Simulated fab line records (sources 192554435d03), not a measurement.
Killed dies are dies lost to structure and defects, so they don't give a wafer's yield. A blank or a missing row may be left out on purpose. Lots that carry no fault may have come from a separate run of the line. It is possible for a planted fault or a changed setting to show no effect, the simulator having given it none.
fab line records -- flow n5_finfet
record: lots: 8, wafers: 24, last_day: 17
route steps=1938 shown BEOL_M4@1038 PASSIVATION@1936
lots untouched by any fault: they come from a run of this same line in which no faults occurred
start_h: hours from the record's opening day to when the first of the lot's shown wafers began -- wait_h: hours elapsed since this lot's preceding step -- " as in the row above -- L1.1+2: a single row standing in for several wafers -- - no value, or no start was given -- * or withheld: withheld -- < > ~ a bound
route shown NAME@n: a module of which the file shows steps, and the number in the route of the first -- usual: average and standard deviation across the fault-free wafers -- same: alike in all rows -- chamber/n: place in a boat -- sites: per-site readings -- _std_site: how widely they spread, as a standard deviation -- _edge_site: outer sites' mean less inner sites' -- radius_mm: for every site, how far away it sits from the centre of the wafer -- mask NAME#n: copy n -- behind: tool/chamber where the wafer was last shaped -- hold: reason for holding the lot/hours on hold/outcome of the hold -- device: which transistor (n, p or np) failed to switch -- end of line: the route-end tests of the same wafers -- a step given without rows: its recipe and nothing more -- killed: count of dies lost to structure and defects at first sort (not the wafer's yield) -- map: a wafer's dies, marking killed ones x, the rest . and places with no die _
set.NAME: the run value of the setting; set.NAME@STEP: its run value at that earlier step -- model.NAME: the simulator's own value behind a step, which no gauge read
route steps across a sampled set of lots; one table per step, one row per wafer
services: the hour from which a tool's chamber was out of use, counted from the record's first day as start_h (under 0 if before that day), plus the number of hours and why
== steps ==
step: N5_BEOL_M4_ETCH_74
recipe: chemistry: N2/H2, target: underlayer, target_depth_a: 65, mask_material: CAR-EUV, time_s: 5.2, ion_energy_ev: 200, pressure_mtorr: 30, source_w: 840, bias_w: 150, n2_flow_sccm: 200, h2_flow_sccm: 200, ends: cleared
usual: drypump_motor_current_A: 5.6/0.42, etch_rf_on_time_s: 5.21/0.081, oes_product_au: 0.68/0.072, rf_fwd_power_W: 819.6/2.5, rf_vpp_V: 524/3.5, showerhead_plenum_p_Torr: 2.56/0.12, throttle_valve_pct: 17.94/0.2
lot.wafer,tool,chamber,start_h,wait_h,drypump_motor_current_A,etch_rf_on_time_s,oes_product_au,rf_fwd_power_W,rf_hours_counter_h,rf_vpp_V,showerhead_plenum_p_Torr,throttle_valve_pct
L468.1,rie_diel-02,0,170.74,0.0,5.9,5.06,0.68,819.9,122,527,2.66,18.05
L468.4,rie_diel-02,3,170.74,0.0,5.7,5.17,0.63,819.9,-,524,2.52,17.73
L468.6,rie_diel-02,1,170.74,0.0,5.4,5.23,0.69,824.1,-,526,2.69,18.14
L470.1,rie_diel-02,0,171.02,0.0,5.9,5.08,0.68,814.0,122,527,2.66,18.05
L470.4,rie_diel-02,3,171.02,0.0,5.7,5.10,0.64,819.8,-,524,2.53,17.72
L470.6,rie_diel-02,1,171.02,0.0,5.4,5.17,0.69,823.0,-,527,2.69,18.15
L478.4,rie_diel-06,2,244.09,0.0,5.9,5.18,0.57,820.5,-,524,2.52,18.18
L478.5,rie_diel-06,3,244.09,0.0,6.3,5.20,0.73,818.9,-,525,2.47,17.62
L478.6,rie_diel-06,1,244.09,0.0,6.3,5.27,0.78,818.8,-,527,2.70,17.97
L480.1,rie_diel-06,3,256.58,0.0,6.3,5.24,0.72,821.5,62,521,2.47,17.62
L480.2,rie_diel-06,2,256.58,0.0,5.9,5.23,0.57,817.0,236,523,2.51,18.21
L480.4,rie_diel-06,0,256.58,0.0,5.6,5.33,0.66,819.8,98,527,2.67,17.78
L481.1,rie_diel-02,1,267.80,0.0,5.4,5.24,0.66,821.8,128,529,2.67,18.18
L481.4,rie_diel-02,0,267.80,0.0,5.9,5.07,0.67,823.2,152,527,2.65,18.12
L481.6,rie_diel-02,2,267.80,0.0,5.4,5.13,0.84,820.3,-,523,2.50,17.64
L482.1,rie_diel-02,0,271.11,0.0,5.9,5.09,0.67,813.1,154,526,2.65,18.10
L482.3,rie_diel-02,3,271.11,0.0,5.7,5.19,0.60,817.4,228,522,2.51,17.79
L482.6,rie_diel-02,1,271.11,0.0,5.4,5.20,0.67,818.4,-,525,2.67,18.19
L483.1,rie_diel-02,3,273.26,0.0,5.7,5.19,0.61,819.4,229,522,2.51,17.79
L483.2,rie_diel-02,1,273.26,0.0,5.4,5.21,0.66,815.0,130,528,2.67,18.22
L483.3,rie_diel-02,0,273.26,0.0,5.9,5.08,0.66,817.5,155,526,2.65,18.12
L484.4,rie_diel-01,2,274.24,0.0,4.9,5.22,0.60,816.5,215,516,2.31,18.17
L484.5,rie_diel-01,3,274.24,0.0,5.6,5.27,0.73,819.0,-,525,2.59,17.82
L484.6,rie_diel-01,0,274.24,0.0,5.0,5.04,0.84,818.6,-,528,2.72,17.55
step: N5_BEOL_M4_ETCH_63
recipe: chemistry: CF4, target: SiARC, target_depth_a: 156, mask_material: CAR-EUV, time_s: 26, ion_energy_ev: 80, pressure_mtorr: 40, source_w: 545, bias_w: 36, Ar_flow_sccm: 100, cf4_flow_sccm: 100, ends: cleared
usual: drypump_motor_current_A: 5.6/0.42, etch_rf_on_time_s: 26.1/0.37, oes_product_au: 0.68/0.071, rf_fwd_power_W: 532.2/2.1, rf_vpp_V: 184.2/1.5, showerhead_plenum_p_Torr: 2.16/0.093, throttle_valve_pct: 15.68/0.19
lot.wafer,tool,chamber,start_h,wait_h,drypump_motor_current_A,etch_rf_on_time_s,oes_product_au,rf_fwd_power_W,rf_hours_counter_h,rf_vpp_V,showerhead_plenum_p_Torr,throttle_valve_pct
L468.1,rie_diel-02,0,170.75,0.0,5.9,25.3,0.69,535.7,122,186.9,2.24,15.86
L468.4,rie_diel-02,3,170.75,0.0,5.7,25.6,0.64,530.7,-,184.3,2.13,15.45
L468.6,rie_diel-02,1,170.75,0.0,5.4,25.9,0.70,529.6,-,185.6,2.25,15.85
L470.1,rie_diel-02,0,171.03,0.0,5.9,25.7,0.68,538.9,122,185.7,2.24,15.85
L470.4,rie_diel-02,3,171.03,0.0,5.7,25.6,0.64,532.8,-,184.3,2.13,15.45
L470.6,rie_diel-02,1,171.03,0.0,5.4,25.9,0.69,531.0,-,185.7,2.25,15.86
L478.4,rie_diel-06,2,244.11,0.0,5.9,26.0,0.58,530.7,-,184.3,2.12,15.86
L478.5,rie_diel-06,3,244.11,0.0,6.3,26.2,0.73,529.9,-,183.6,2.09,15.43
L478.6,rie_diel-06,1,244.11,0.0,6.3,26.3,0.77,531.3,-,185.4,2.27,15.64
L480.1,rie_diel-06,3,256.60,0.0,6.3,26.3,0.73,533.1,62,181.7,2.09,15.44
L480.2,rie_diel-06,2,256.60,0.0,5.9,26.2,0.57,531.5,236,184.9,2.11,15.88
L480.4,rie_diel-06,0,256.60,0.0,5.6,26.3,0.68,531.1,98,184.5,2.25,15.60
L481.1,rie_diel-02,1,267.81,0.0,5.4,25.9,0.66,532.9,128,184.9,2.24,15.92
L481.4,rie_diel-02,0,267.81,0.0,5.9,25.4,0.67,534.7,152,185.6,2.23,15.92
L481.6,rie_diel-02,2,267.81,0.0,5.4,26.1,0.82,531.1,-,183.9,2.10,15.33
L482.1,rie_diel-02,0,271.12,0.0,5.9,25.4,0.67,534.8,154,185.9,2.23,15.90
L482.3,rie_diel-02,3,271.12,0.0,5.8,25.7,0.61,531.3,228,185.7,2.12,15.53
L482.6,rie_diel-02,1,271.12,0.0,5.4,25.9,0.66,533.8,-,185.0,2.24,15.93
L483.1,rie_diel-02,3,273.27,0.0,5.7,26.2,0.61,530.6,229,183.0,2.12,15.52
L483.2,rie_diel-02,1,273.27,0.0,5.4,26.0,0.66,533.7,130,185.7,2.24,15.93
L483.3,rie_diel-02,0,273.27,0.0,5.9,25.7,0.66,532.9,155,184.8,2.23,15.90
L484.4,rie_diel-01,2,274.26,0.0,4.9,26.2,0.60,536.2,215,181.7,1.97,15.92
L484.5,rie_diel-01,3,274.26,0.0,5.6,26.5,0.72,535.7,-,183.9,2.18,15.56
L484.6,rie_diel-01,0,274.26,0.0,5.0,25.9,0.83,530.6,-,184.6,2.27,15.24
step: N5_BEOL_M4_INSPECT_30
recipe: mode: adi, inspect_instrument: brightfield
usual: raw_defect_count: 385/100
lot.wafer,tool,chamber,start_h,wait_h,raw_defect_count
L468.1,defect_inspect-02,-,171.54,0.1,668
L468.4,defect_inspect-02,-,171.54,0.1,908
L468.6,defect_inspect-02,-,171.54,0.1,935
L470.1,defect_inspect-02,-,171.91,0.1,358
L470.4,defect_inspect-02,-,171.91,0.1,805
L470.6,defect_inspect-02,-,171.91,0.1,334
L478.4,defect_inspect-01,-,244.89,0.0,296
L478.5,defect_inspect-01,-,244.89,0.0,272
L478.6,defect_inspect-01,-,244.89,0.0,252
L480.1,defect_inspect-01,-,257.45,0.1,335
L480.2,defect_inspect-01,-,257.45,0.1,386
L480.4,defect_inspect-01,-,257.45,0.1,206
L481.1,defect_inspect-01,-,268.73,0.1,413
L481.4,defect_inspect-01,-,268.73,0.1,456
L481.6,defect_inspect-01,-,268.73,0.1,446
L482.1,defect_inspect-02,-,271.91,0.1,540
L482.3,defect_inspect-02,-,271.91,0.1,546
L482.6,defect_inspect-02,-,271.91,0.1,513
L483.1,defect_inspect-02,-,274.23,0.1,371
L483.2,defect_inspect-02,-,274.23,0.1,334
L483.3,defect_inspect-02,-,274.23,0.1,365
L484.4,defect_inspect-01,-,275.05,0.0,412
L484.5,defect_inspect-01,-,275.05,0.0,344
L484.6,defect_inspect-01,-,275.05,0.0,374
step: N5_BEOL_M4_DESCUM_33
recipe: chemistry: O2, time_s: 7, source_power_w: 50, bias_power_w: 20, pressure_mtorr: 20, rf_frequency_hz: 2.712e+07, temp_c: 40, resist: CAR-EUV, o2_flow_sccm: 225
usual: drypump_motor_current_A: 5.6/0.43, o2_flow_sccm: 225.1/0.66, oes_product_au: 0.80/0.091, rf_fwd_power_W: 49.32/0.27, rf_vpp_V: 243.1/1.7, showerhead_plenum_p_Torr: 2.10/0.095, throttle_valve_pct: 20.47/0.21
lot.wafer,tool,chamber,start_h,wait_h,drypump_motor_current_A,o2_flow_sccm,oes_product_au,rf_fwd_power_W,rf_hours_counter_h,rf_vpp_V,showerhead_plenum_p_Torr,throttle_valve_pct
L468.1,rie_diel-06,2,171.58,0.0,5.9,225.4,0.69,49.33,207,241.4,2.07,20.58
L468.4,rie_diel-06,3,171.58,0.0,6.3,225.7,0.92,49.07,31,241.8,2.04,20.18
L468.6,rie_diel-06,0,171.58,0.0,5.6,224.4,0.84,49.12,-,246.2,2.21,20.31
L470.1,rie_diel-01,0,172.29,0.4,5.0,224.9,0.69,49.37,225,242.7,1.98,20.45
L470.4,rie_diel-01,3,172.29,0.4,5.6,224.5,0.94,49.72,4,243.1,2.15,20.36
L470.6,rie_diel-01,2,172.29,0.4,4.9,224.3,0.74,49.39,-,240.3,1.92,20.64
L478.4,rie_diel-01,1,244.94,0.0,5.3,225.7,0.76,49.36,-,240.9,2.01,20.71
L478.5,rie_diel-01,3,244.94,0.0,5.5,225.4,0.88,49.66,-,243.1,2.14,20.41
L478.6,rie_diel-01,2,244.94,0.0,4.9,225.4,0.71,49.47,-,241.4,1.91,20.68
L480.1,rie_diel-06,0,257.49,0.0,5.6,224.7,0.80,49.57,98,244.4,2.20,20.36
L480.2,rie_diel-06,3,257.49,0.0,6.3,224.6,0.85,48.99,62,243.5,2.03,20.20
L480.4,rie_diel-06,2,257.49,0.0,5.9,225.5,0.67,49.04,236,244.2,2.06,20.64
L481.1,rie_diel-06,2,268.76,0.0,5.9,225.4,0.66,49.35,239,242.7,2.06,20.63
L481.4,rie_diel-06,3,268.76,0.0,6.3,224.7,0.86,48.60,65,243.3,2.03,20.23
L481.6,rie_diel-06,2,268.76,0.0,5.9,225.2,0.67,49.19,-,242.2,2.06,20.63
L482.1,rie_diel-01,1,271.95,0.0,5.3,225.2,0.76,49.04,165,241.5,2.01,20.73
L482.3,rie_diel-01,3,271.95,0.0,5.5,224.9,0.85,49.62,42,243.3,2.13,20.42
L482.6,rie_diel-01,0,271.95,0.0,5.0,225.0,0.97,49.66,-,244.9,2.23,20.10
L483.1,rie_diel-02,1,274.27,0.0,5.4,226.0,0.78,49.13,130,244.5,2.19,20.74
L483.2,rie_diel-02,2,274.27,0.0,5.4,224.7,0.97,49.19,7,242.8,2.06,20.27
L483.3,rie_diel-02,0,274.27,0.0,5.9,224.5,0.77,49.85,155,244.9,2.18,20.75
L484.4,rie_diel-06,3,275.08,0.0,6.3,225.6,0.86,48.71,68,243.5,2.03,20.22
L484.5,rie_diel-06,3,275.08,0.0,6.3,224.7,0.86,48.93,-,240.7,2.03,20.20
L484.6,rie_diel-06,0,275.08,0.0,5.6,224.9,0.80,49.33,-,244.5,2.19,20.35
step: N5_BEOL_M4_VIA_ETCH_34
recipe: chemistry: C4F6/O2, target_depth_a: 694, mask_material: SOC, pressure_mtorr: 15, ion_energy_ev: 250, taper_deg: 4, time_s: 65.9, source_w: 350, bias_w: 170, Ar_flow_sccm: 300, C4F6_flow_sccm: 10, O2_flow_sccm: 10
usual: C4F6_flow_sccm: 9.996/0.029, drypump_motor_current_A: 5.5/0.44, oes_product_au: 0.80/0.093, rf_fwd_power_W: 346.9/1.4, rf_vpp_V: 665/5.3, showerhead_plenum_p_Torr: 2.84/0.13, throttle_valve_pct: 30.83/0.23
lot.wafer,tool,chamber,start_h,wait_h,C4F6_flow_sccm,drypump_motor_current_A,oes_product_au,rf_fwd_power_W,rf_hours_counter_h,rf_vpp_V,showerhead_plenum_p_Torr,throttle_valve_pct
L468.1,rie_diel-01,3,172.07,0.0,9.971,5.6,0.95,348.7,4,664,2.91,30.80
L468.4,rie_diel-01,0,172.07,0.0,10.050,5.0,0.69,346.4,225,662,2.69,30.67
L468.6,rie_diel-01,3,172.07,0.0,9.982,5.6,0.95,347.3,-,666,2.91,30.78
L470.1,rie_diel-06,3,172.74,0.0,9.994,6.3,0.92,346.5,31,673,2.79,30.64
L470.4,rie_diel-06,2,172.74,0.0,10.009,5.9,0.69,345.9,207,666,2.83,31.05
L470.6,rie_diel-06,2,172.74,0.0,9.997,5.9,0.69,346.9,-,665,2.83,31.03
L478.4,rie_diel-06,1,246.91,0.0,10.030,6.3,0.90,346.8,27,666,3.01,30.98
L478.5,rie_diel-06,0,246.91,0.0,9.947,5.6,0.80,345.0,-,666,2.99,30.73
L478.6,rie_diel-06,3,246.91,0.0,10.045,6.3,0.87,346.2,-,672,2.78,30.66
L480.1,rie_diel-02,0,261.33,0.0,9.965,5.8,0.77,349.8,151,670,2.96,31.13
L480.2,rie_diel-02,1,261.33,0.0,10.015,5.4,0.78,345.9,126,666,2.97,31.04
L480.4,rie_diel-02,3,261.33,0.0,10.016,5.7,0.72,347.2,225,662,2.80,30.45
L482.1,rie_diel-01,1,278.47,0.0,9.975,5.3,0.74,347.3,166,659,2.72,30.97
L482.3,rie_diel-01,3,278.47,0.0,10.021,5.6,0.85,348.8,43,664,2.90,30.84
L482.6,rie_diel-01,1,278.47,0.0,9.937,5.3,0.74,346.4,-,658,2.72,30.97
L481.1,rie_diel-01,3,278.84,0.0,9.979,5.6,0.84,347.5,43,665,2.90,30.83
L481.4,rie_diel-01,1,278.84,0.0,9.976,5.3,0.74,348.0,167,658,2.72,30.97
L481.6,rie_diel-01,3,278.84,0.0,9.992,5.6,0.85,349.1,-,666,2.90,30.82
L483.1,rie_diel-06,2,279.35,0.0,9.993,6.0,0.68,344.8,242,665,2.81,31.07
L483.2,rie_diel-06,3,279.35,0.0,9.960,6.3,0.86,344.4,69,671,2.77,30.68
L483.3,rie_diel-06,0,279.35,0.0,9.997,5.6,0.80,345.2,104,667,2.98,30.75
L484.4,rie_diel-01,2,282.05,0.0,10.014,4.9,0.71,348.3,217,656,2.60,31.05
L484.5,rie_diel-01,0,282.05,0.0,9.986,5.0,0.97,346.3,-,674,3.01,30.39
L484.6,rie_diel-01,3,282.05,0.0,10.014,5.6,0.85,347.4,-,664,2.90,30.85
step: N5_BEOL_M4_RC_MEAS_101
usual: DIBL_N: 36.4/1.5, DIBL_P: 35.8/1.7, IOFF_N: 0.154/0.022, IOFF_P: 0.21/0.031, ION_N: 672/8.8, ION_P: 462/7.2, SS_N: 71.5/0.53, SS_P: 73.2/0.62, VT_N: 250.4/2.5, VT_P: -250/3.5
lot.wafer,tool,chamber,start_h,wait_h,DIBL_N[mV/V],DIBL_P[mV/V],IOFF_N[nA/um],IOFF_P[nA/um],ION_N[uA/um],ION_P[uA/um],SS_N[mV/dec],SS_P[mV/dec],VT_N[mV],VT_P[mV]
L468.1,prober-02,0,176.15,0.0,39.1,37.5,0.180,0.20,663,450,72.1,74.1,247.2,-253
L468.4,prober-02,0,176.15,0.0,37.0,35.0,0.145,0.17,666,451,71.4,73.2,251.9,-254
L468.6,prober-02,0,176.15,0.0,38.7,37.1,0.173,0.19,667,459,71.7,73.4,249.3,-253
L470.1,prober-01,0,177.42,0.0,37.4,38.2,0.182,0.22,675,460,72.1,73.6,249.3,-251
L470.4,prober-01,0,177.42,0.0,35.8,36.6,0.152,0.19,682,459,71.3,73.2,250.6,-253
L470.6,prober-01,0,177.42,0.0,36.6,37.7,0.165,0.20,667,455,71.5,73.8,246.8,-253
L478.4,prober-02,0,252.37,0.5,36.7,36.6,0.148,0.18,672,453,72.1,73.4,252.0,-254
L478.5,prober-02,0,252.37,0.5,34.8,34.5,0.118,0.16,642,444,71.1,72.6,254.9,-255
L478.6,prober-02,0,252.37,0.5,37.6,37.8,0.172,0.20,685,465,71.5,74.0,248.0,-252
L480.1,prober-01,0,267.48,0.0,34.0,32.8,0.113,0.14,661,452,70.9,72.7,255.3,-260
L480.2,prober-01,0,267.48,0.0,36.8,36.6,0.164,0.19,675,455,72.1,72.6,250.1,-254
L480.4,prober-01,0,267.48,0.0,38.0,38.7,0.192,0.22,672,452,72.7,73.5,247.2,-254
L482.1,prober-02,0,282.94,0.0,33.1,33.4,0.123,0.19,674,468,70.9,72.5,250.5,-251
L482.3,prober-02,0,282.94,0.0,35.5,35.7,0.154,0.22,674,465,71.4,73.0,248.8,-247
L482.6,prober-02,0,282.94,0.0,35.6,35.9,0.161,0.23,662,465,71.3,72.5,248.0,-248
L481.1,prober-01,0,283.14,0.0,35.9,36.6,0.159,0.20,665,456,72.0,73.6,249.8,-255
L481.4,prober-01,0,283.14,0.0,34.9,36.3,0.158,0.21,678,465,70.8,73.4,247.3,-250
L481.6,prober-01,0,283.14,0.0,35.6,36.3,0.160,0.20,676,460,71.3,73.5,253.7,-251
L483.1,prober-02,0,285.00,0.0,35.7,34.0,0.140,0.22,665,466,71.0,72.2,254.9,-248
L483.2,prober-02,0,285.00,0.0,35.2,35.1,0.140,0.23,661,467,71.2,72.9,252.9,-247
L483.3,prober-02,0,285.00,0.0,36.8,36.5,0.166,0.26,679,473,71.3,73.4,251.1,-244
L484.4,prober-01,0,287.26,0.5,35.4,35.9,0.148,0.21,682,465,70.6,73.6,249.6,-249
L484.5,prober-01,0,287.26,0.5,38.2,39.0,0.212,0.28,695,480,71.5,73.9,244.6,-244
L484.6,prober-01,0,287.26,0.5,38.8,39.3,0.219,0.29,686,467,71.9,73.8,246.8,-241
step: N5_PASSIVATION_PROBE_49
usual: defect_limited_yield: 91.5/1.4, killed_at_M0_to_M3: 32/9.8, killed_at_M4_up: 13/5.3, killed_at_contacts: 13/6.4, killed_at_front_end: 39/10, killed_at_other: 3.1/2.5, killed_dies: 100/17, killed_open: 65/13, killed_short: 33/7.7, sort_bin_5_function: 5.0/0.93, sort_bin_6_memory: 3.2/0.69, sort_n_pass: 1080/17, sort_yield_pct: 91.5/1.4
same: gross_dies: 1180, killed_at_back_side: 0, sort_bin_4_leakage[%]: 0, sort_bin_8_speed[%]: 0
lot.wafer,tool,chamber,start_h,wait_h,defect_limited_yield[%],killed_at_M0_to_M3,killed_at_M4_up,killed_at_contacts,killed_at_front_end,killed_at_other,killed_dies,killed_open,killed_short,sort_bin_5_function[%],sort_bin_6_memory[%],sort_n_pass,sort_yield_pct[%]
L468.1,prober-01,-,280.12,0.0,91.3,30,14,19,37,3,103,74,27,5.4,3.0,1077,91.3
L468.4,prober-01,-,280.27,0.2,82.7,32,123,17,31,1,204,59,31,11.4,3.6,976,82.7
L468.6,prober-01,-,280.37,0.3,90.8,47,13,13,33,3,109,73,36,5.0,3.8,1071,90.8
L470.1,prober-02,-,289.70,0.0,93.1,16,13,14,37,1,81,56,24,4.0,2.7,1099,93.1
L470.4,prober-02,-,289.85,0.2,82.6,21,145,4,29,6,205,49,23,9.9,4.1,975,82.6
L470.6,prober-02,-,289.95,0.3,93.4,40,4,5,28,1,78,41,37,4.2,1.9,1102,93.4
L480.1,prober-01,-,371.78,0.0,94.0,21,6,8,36,0,71,45,26,3.5,2.2,1109,94.0
L480.2,prober-01,-,371.83,0.1,92.9,15,17,9,39,4,84,54,29,4.5,2.5,1096,92.9
L480.4,prober-01,-,371.93,0.2,93.1,23,8,11,35,4,81,56,23,4.6,1.9,1099,93.1
killed by level:class
L468.1 STI_FIN_REVEAL:geometric_particle:open=18 MOL_CONTACT_COAG:geometric_particle:open=13 BEOL_M0:geometric_particle:open=9 GATE_CUT:geometric_particle:short=5 BEOL_M0_SAQP:geometric_particle:open=5 BEOL_M2:geometric_particle:open=5 BEOL_M4:geometric_particle:open=5 MOL_CONTACT_COAG:geometric_particle:short=4
L468.4 BEOL_M4:unspecified=114 MOL_CONTACT_COAG:geometric_particle:open=11 BEOL_M1:geometric_particle:open=9 FIN_SAQP:geometric_particle:open=6 STI_FIN_REVEAL:geometric_particle:open=6 MOL_CONTACT_COAG:geometric_particle:short=6 GATE_CUT:geometric_particle:short=5 BEOL_M0_SAQP:geometric_particle:short=5
L468.6 BEOL_M0_SAQP:geometric_particle:open=12 MOL_CONTACT_COAG:geometric_particle:open=11 BEOL_M0_SAQP:geometric_particle:short=10 BEOL_M2:geometric_particle:open=9 STI_FIN_REVEAL:geometric_particle:open=6 BEOL_M0:geometric_particle:open=6 GATE_CUT:geometric_particle:short=5 FIN_SAQP:geometric_particle:open=4
L470.1 STI_FIN_REVEAL:geometric_particle:open=13 MOL_CONTACT_COAG:geometric_particle:open=11 FIN_SAQP:geometric_particle:short=7 BEOL_M5:geometric_particle:open=7 STARTING-WAFER:geometric_particle:open=6 BEOL_M0_SAQP:geometric_particle:open=5 MOL_CONTACT_COAG:geometric_particle:short=3 STARTING-WAFER:geometric_particle:short=3
L470.4 BEOL_M4:unspecified=132 FIN_SAQP:geometric_particle:short=6 FIN_SAQP:geometric_particle:open=5 BEOL_M2:geometric_particle:open=5 STI_FIN_REVEAL:geometric_particle:open=4 BEOL_M0_SAQP:geometric_particle:short=4 BEOL_M0_SAQP:geometric_particle:open=4 BEOL_M1:geometric_particle:open=4
L470.6 FIN_SAQP:geometric_particle:short=15 BEOL_M0_SAQP:geometric_particle:short=11 BEOL_M3:geometric_particle:open=10 FIN_SAQP:geometric_particle:open=6 MOL_CONTACT_COAG:geometric_particle:open=5 BEOL_M0_SAQP:geometric_particle:open=4 BEOL_M3:geometric_particle:short=3 ILD0:geometric_particle:open=3
L480.1 FIN_SAQP:geometric_particle:short=8 BEOL_M0_SAQP:geometric_particle:open=7 FIN_SAQP:geometric_particle:open=6 GATE_CUT:geometric_particle:short=5 MOL_CONTACT_COAG:geometric_particle:open=5 BEOL_M0:geometric_particle:open=4 BEOL_M2:geometric_particle:open=4 STI_FIN_REVEAL:geometric_particle:open=3
L480.2 FIN_SAQP:geometric_particle:open=7 MOL_CONTACT_COAG:geometric_particle:open=7 BEOL_M0_SAQP:geometric_particle:open=7 BEOL_M4:geometric_particle:open=7 FIN_SAQP:geometric_particle:short=6 STI_FIN_REVEAL:geometric_particle:open=5 STARTING-WAFER:geometric_particle:short=5 DUMMY_GATE:geometric_particle:open=4
L480.4 STI_FIN_REVEAL:geometric_particle:open=10 MOL_CONTACT_COAG:geometric_particle:open=10 BEOL_M2:geometric_particle:open=9 FIN_SAQP:geometric_particle:short=6 BEOL_M0_SAQP:geometric_particle:open=5 BEOL_M3:geometric_particle:open=4 ILD0:geometric_particle:short=3 GATE_CUT:geometric_particle:short=3
== services ==
tool,chamber,start_h,hours,kind
rie_diel-06,1,152.17,-,clean
rie_diel-06,1,152.17,-,consumable_replace:focus_ring
rie_diel-06,1,152.17,-,consumable_replace:showerhead
rie_diel-06,1,152.17,15.1,scheduled_down
rie_diel-06,1,152.17,15.1,vent_cycle
rie_diel-02,2,170.33,32.7,repair
rie_diel-01,1,192.44,4.1,repair
rie_diel-01,0,237.25,-,clean
rie_diel-01,0,237.25,-,consumable_replace:focus_ring
rie_diel-01,0,237.25,-,consumable_replace:showerhead
rie_diel-01,0,237.25,20.1,scheduled_down
rie_diel-01,0,237.25,20.1,vent_cycle
rie_diel-02,2,237.85,-,clean
rie_diel-02,2,237.85,-,consumable_replace:focus_ring
rie_diel-02,2,237.85,13.9,scheduled_down
rie_diel-02,2,237.85,13.9,vent_cycle
rie_diel-06,0,243.05,2.5,repair
rie_diel-02,0,263.26,1.9,repair
== key ==
first_sign: step: N5_BEOL_M4_INSPECT_30, reading: raw_defect_count, direction: up, sigmas: 4.5, usual: 385, struck: 856
effect: step: N5_PASSIVATION_PROBE_49, reading: killed_at_M4_up, direction: up, sigmas: 23, usual: 13, struck: 134
more_kills_born_at: N5_BEOL_M4_ETCH_74@rie_diel-02: 246
met_at N5_BEOL_M4_ETCH_74
struck_lots L468,L470
struck_wafers L468.4,L470.4
not_acting_at N5_BEOL_M4_ETCH_63,N5_BEOL_M4_DESCUM_33,N5_BEOL_M4_VIA_ETCH_34
fault: kind: chamber_particle_source, tool: rie_diel-02, chamber: 3, onset_h: 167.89, steps: N5_BEOL_M4_ETCH_74, rate_per_visit_cm2: 0.76299, end_h: 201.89
